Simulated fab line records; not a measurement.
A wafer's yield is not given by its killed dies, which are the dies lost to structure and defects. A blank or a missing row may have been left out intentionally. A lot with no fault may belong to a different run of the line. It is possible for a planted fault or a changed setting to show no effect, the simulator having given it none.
Chamber matching	flow nandHarc	NHARC_A_CONTACT_ALD_18 on aldMetal-01: 4 sister chambers
The step deposits TiN, target thk 3 nm, pulse time 1 s, ald cycles 150. 4 wafers are shown with their chamber, then 10 later ones without.

## WAFERS PAIRED WITH THEIR CHAMBERS
wafer	chamber	heaterPowerW (W)
L079.6	2	989
L089.6	0	1019
L091.3	3	1466
L091.4	1	1052

## WAFERS WHOSE CHAMBER IS MISSING
wafer	heaterPowerW (W)
L091.6	1424
L093.1	1044
L093.2	988
L093.3	1059
L095.2	1032
L095.3	1266
L095.6	1035
L096.1	1268
L096.2	1018
L096.6	1038

## THE CHAMBER EACH PASSED THROUGH
wafer	from the rows above	in truth
L091.6	3	3
L093.1	can't be placed: 1 or 0 or 2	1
L093.2	can't be placed: 2 or 0 or 1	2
L093.3	can't be placed: 1 or 0 or 2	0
L095.2	can't be placed: 0 or 1 or 2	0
L095.3	can't be placed: 3 or 1 or 0 or 2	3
L095.6	can't be placed: 0 or 1 or 2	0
L096.1	can't be placed: 3 or 1 or 0 or 2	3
L096.2	can't be placed: 0 or 2 or 1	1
L096.6	can't be placed: 1 or 0 or 2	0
Placed correctly: 1 of 10. These rows do not allow placing 9 (true chamber among the candidates in 9). 0 placed wrongly.
How it was worked out, from the rows above alone: a wafer's distance from a chamber is the root of the sum, over the readings, of the square of ((its reading less the chamber's mean) divided by the reading's scatter). If the next closest chamber is less than 2 further off than the closest, the wafer can't be placed; otherwise it belongs to the closest. A chamber's mean is the mean of its shown wafers. The scatter: with one shown wafer a chamber, the root of the mean of the squares of how far each hidden wafer lies from its nearest shown one.
